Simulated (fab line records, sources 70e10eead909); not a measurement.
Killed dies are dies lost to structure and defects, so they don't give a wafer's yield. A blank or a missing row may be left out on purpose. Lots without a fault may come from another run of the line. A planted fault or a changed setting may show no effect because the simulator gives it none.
Chamber matching | flow nand_harc | NHARC_A_STAIRCASE_DEP_322 on pecvd-04: 3 sister chambers
The step deposits SiO2, target thk 3800 nm. 14 wafers are shown with their chamber, then 7 later ones without.

WAFERS WITH THEIR CHAMBER
wafer  | chamber | heater_power_w (W)
L696.1 | 2       | 722
L696.3 | 1       | 748
L696.4 | 0       | 726
L698.1 | 1       | 825
L698.2 | 2       | 712
L698.6 | 2       | 555
L699.1 | 0       | 783
L699.2 | 2       | 608
L699.4 | 1       | 694
L702.1 | 2       | 689
L702.4 | 2       | 576
L702.5 | 1       | 689
L705.1 | 2       | 615
L705.2 | 1       | 857

SIGNATURES (means of the wafers above)
reading        | chamber 0 | chamber 1 | chamber 2 | scatter within a chamber
heater_power_w | 754.50    | 762.60    | 639.57    | 68.8
Rule: a wafer's distance from a chamber is the root of the sum, over the readings, of the square of ((its reading less the chamber's mean) divided by the reading's scatter). The wafer belongs to the nearest chamber; if the next one is less than 2 further off, it can't be placed. The scatter: the root of (the sum of the squares of (reading less its chamber's mean) over the shown wafers, divided by (wafers less chambers)).

WAFERS WITHOUT THEIR CHAMBER
wafer  | heater_power_w (W)
L705.5 | 688
L711.4 | 555
L711.5 | 678
L711.6 | 718
L719.1 | 876
L719.2 | 620
L719.5 | 681

WHICH CHAMBER EACH WENT THROUGH
wafer  | from the rows above          | in truth
L705.5 | can't be placed: 2 or 0 or 1 | 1
L711.4 | can't be placed: 2 or 0 or 1 | 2
L711.5 | can't be placed: 2 or 0 or 1 | 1
L711.6 | can't be placed: 0 or 1 or 2 | 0
L719.1 | can't be placed: 1 or 0 or 2 | 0
L719.2 | can't be placed: 2 or 0 or 1 | 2
L719.5 | can't be placed: 2 or 0 or 1 | 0
Placed correctly: 0 of 7. Can't be placed from these rows: 7 (the true chamber is among the candidates in 7). Placed wrongly: 0.
